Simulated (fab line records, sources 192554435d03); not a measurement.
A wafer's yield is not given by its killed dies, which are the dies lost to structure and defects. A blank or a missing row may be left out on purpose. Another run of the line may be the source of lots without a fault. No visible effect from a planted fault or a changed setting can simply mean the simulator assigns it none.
Chamber matching    flow n5Finfet    N5_HKMG_FIN_DESCUM_17 on rieDiel-02: 4 sister chambers
The step chemistry O2, time 7.9 s. 20 wafers are shown with their chamber, then 10 later ones without.

WAFERS PAIRED WITH THEIR CHAMBERS
wafer   chamber  drypumpMotorCurrentA (A)  showerheadPlenumPTorr (Torr)  throttleValvePct (%)
L077.2  2        6.0                       2.21                          20.26
L077.4  1        6.2                       1.98                          20.55
L077.5  2        6.0                       2.21                          20.26
L078.1  2        6.0                       2.21                          20.26
L078.3  1        6.2                       1.98                          20.56
L078.5  0        6.4                       2.01                          20.54
L079.1  3        6.4                       2.13                          20.34
L079.2  0        6.4                       2.01                          20.52
L079.6  2        6.0                       2.21                          20.26
L083.1  3        6.4                       2.13                          20.34
L083.2  1        6.2                       1.98                          20.57
L083.4  0        6.4                       2.01                          20.55
L087.1  2        6.0                       2.20                          20.28
L087.2  3        6.3                       2.12                          20.37
L087.3  0        6.4                       2.00                          20.57
L088.2  2        6.0                       2.20                          20.30
L088.3  3        6.3                       2.12                          20.37
L088.5  3        6.4                       2.12                          20.35
L091.1  2        6.0                       2.19                          20.31
L091.2  1        6.2                       2.24                          20.19

SIGNATURES, as means of the wafers listed above
reading                chamber 0  chamber 1  chamber 2  chamber 3  scatter within a chamber
drypumpMotorCurrentA   6.400      6.200      6.000      6.360      0.0274
showerheadPlenumPTorr  2.0075     2.0450     2.2043     2.1240     0.0566
throttleValvePct       20.5450    20.4675    20.2757    20.3540    0.0821
Rule: for each reading, subtract the chamber's mean from the wafer's reading, divide by that reading's scatter and square the result; add these up over the readings and take the root, which gives the wafer's distance from the chamber. The wafer belongs to the nearest chamber; if the next one is less than 2 further off, it can't be placed. How the scatter is found: for the shown wafers, subtract from each reading the mean of its chamber, square and add these, divide the total by (wafers less chambers), then take the root.

WAFERS MISSING THEIR CHAMBER
wafer   drypumpMotorCurrentA (A)  showerheadPlenumPTorr (Torr)  throttleValvePct (%)
L091.3  6.4                       2.00                          20.57
L094.3  6.0                       2.19                          20.35
L094.4  6.4                       1.99                          20.59
L094.5  6.0                       2.19                          20.34
L096.1  6.2                       2.23                          20.21
L096.4  6.4                       2.12                          20.37
L096.5  6.4                       1.99                          20.60
L097.1  6.4                       1.99                          20.61
L097.3  6.2                       2.23                          20.22
L097.6  6.2                       2.23                          20.22

WHICH CHAMBER EACH ONE RAN IN
wafer   from the rows above      in truth
L091.3  0                        0
L094.3  2                        2
L094.4  0                        0
L094.5  2                        2
L096.1  can't be placed: 1 or 3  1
L096.4  can't be placed: 3 or 0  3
L096.5  0                        0
L097.1  0                        0
L097.3  can't be placed: 1 or 3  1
L097.6  can't be placed: 1 or 3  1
Correct placement for 6 of the 10. Cannot be placed on the basis of these rows: 4; the candidates contain the true chamber in 4. Number placed wrongly: 0.
